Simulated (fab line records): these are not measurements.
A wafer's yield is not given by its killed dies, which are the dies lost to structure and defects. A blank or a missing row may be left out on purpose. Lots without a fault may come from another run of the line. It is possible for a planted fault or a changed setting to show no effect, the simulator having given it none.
Comparing a struck lot with a sound one ; flow n5_finfet ; 20 steps out of a route of 1938
Sound: the wafers L480.1, L480.2, L480.6. Struck: wafers L490.1, L490.2, L490.5. The cause comes at the end.
For every step that has rows: the tool of each side, followed by ch and its chambers, followed by its first start. Under that, the readings that differ: sound wafers ; struck wafers ; difference of the means ; sigmas: that difference in standard deviations of wafers without a fault.
alike: words and numbers the same on both sides, and readings whose means are apart by under 2 such deviations; not compared: readings that were withheld, readings missing a value for some wafer, numbers with overlapping values and no deviation given by the record, and bounds like >300 which may hide the same value.
A row with sigmas, a row that says differs or no value, or rows on one side alone: a step with any of these is where the two part. When numbers do not overlap yet have no deviation, they are printed without sigmas and do not part them. A reading that every wafer of one side lacks parts them only if that side has two wafers or more.

first, 3 steps without rows for these wafers: N5_DUMMY_REMOVAL_PRECLEAN_04 (cleans in DHF, time 37 s); N5_DUMMY_REMOVAL_SRD_05 (time 30 s); N5_HKMG_FIN_IL_REGROW_00 (material SiO2, chemistry O3, target thk 0.75 nm, time 30 s).
N5_HKMG_FIN_HK_ALD_01: deposits HfO2, target thk 1.6 nm, pulse time 3 s, purge time 3 s.
  sound on ald_hk-01 ch 1,2, day 4 02:57; struck on ald_hk-01 ch 0,1,2, day 7 02:35
  alike: precursor_pulse_height_rel
N5_HKMG_FIN_HK_ANNEAL_02: time 30 s.
  sound on rtp_anneal-01 ch 0, day 4 03:08; struck on rtp_anneal-02 ch 0, day 7 02:50
  alike: lamp_power_pct, lamp_zone_4_pct, wafer_temp_C_max
N5_HKMG_FIN_ALD_74: deposits La2O3, target thk 0.5 nm, pulse time 6 s, co reactant pulse time 1 s.
  sound on ald_hk-03 ch 1,2, day 4 03:21; struck on ald_hk-03 ch 2,3, day 7 03:03
  alike: heater_power_w, precursor_pulse_height_rel, susceptor_temp_C
N5_HKMG_FIN_ALD_75: deposits Al2O3, target thk 1 nm, co reactant pulse time 1 s.
  sound on ald_hk-03 ch 1,2, day 4 03:26; struck on ald_hk-03 ch 2,3, day 7 03:08
  alike: heater_power_w, precursor_pulse_height_rel, susceptor_temp_C
then, 5 steps without rows for these wafers: N5_HKMG_FIN_COAT_41 (time 60 s, resist thk 300 nm); N5_HKMG_FIN_COAT_42 (time 60 s, resist thk 35 nm); N5_HKMG_FIN_COAT_43 (resist thk 90 nm); N5_HKMG_FIN_EBR_45; N5_HKMG_FIN_SOFTBAKE_44 (time 60 s).
N5_HKMG_FIN_EXPOSE_46: exposes mask NDIPOLE.
  sound on arfi_scanner-02 ch 0, day 4 03:46; struck on arfi_scanner-02 ch 0, day 7 03:20
reading;sound;struck;difference;sigmas
model.HKMG_FIN.overlay_x_nm (nm);0.2 0.2 0.2;14.8 14.8 14.8;+14.6;
  alike: mask
then, 2 steps without rows for these wafers: N5_HKMG_FIN_PEB_47 (peb time 60 s); N5_HKMG_FIN_DEVELOP_48 (develop time 30 s).
N5_HKMG_FIN_CD_MEAS_49: target cd 202 nm.
  sound on cd_sem-01 ch 0, day 4 03:54; struck on cd_sem-02 ch 0, day 7 03:28
  alike: cd_nm
N5_HKMG_FIN_OVL_MEAS_50:
  sound on overlay-01 ch 0, day 4 03:56; struck on overlay-01 ch 0, day 7 03:30
reading;sound;struck;difference;sigmas
NDIPOLE_OVL (nm);-0.1 -0.4 0.5;13.9 15.4 14.3;+14.5;+19
N5_HKMG_FIN_INSPECT_61: inspects for defects (macro).
  sound: defect_inspect-02 at day 4 03:57; struck: defect_inspect-01 at day 7 03:31
  alike: raw_defect_count
-- here the record skips 4 days between the struck wafers' starts before and after, leaving off in module HKMG_FIN and picking up in module BEOL_M4 (first step shown: number 1111 of the route) --
N5_BEOL_M4_RC_MEAS_101:
  sound on prober-02 ch 0, day 8 15:31; struck on prober-01 ch 0, day 11 00:01
reading;sound;struck;difference;sigmas
VT_P (mV);-247 -249 -244;-255 -252 -253;-7;-2
  alike: DIBL_N, DIBL_P, IOFF_N, IOFF_P, ION_N, ION_P, SS_N, SS_P, VT_N
N5_PASSIVATION_PROBE_49:
  the record has rows for the sound wafers here (prober-01, day 13 09:02) and none for the struck ones

== WHERE THEY PART ==
Last at N5_PASSIVATION_PROBE_49 as far as this record goes, first at N5_HKMG_FIN_OVL_MEAS_50.

WHY: what the simulator had put in
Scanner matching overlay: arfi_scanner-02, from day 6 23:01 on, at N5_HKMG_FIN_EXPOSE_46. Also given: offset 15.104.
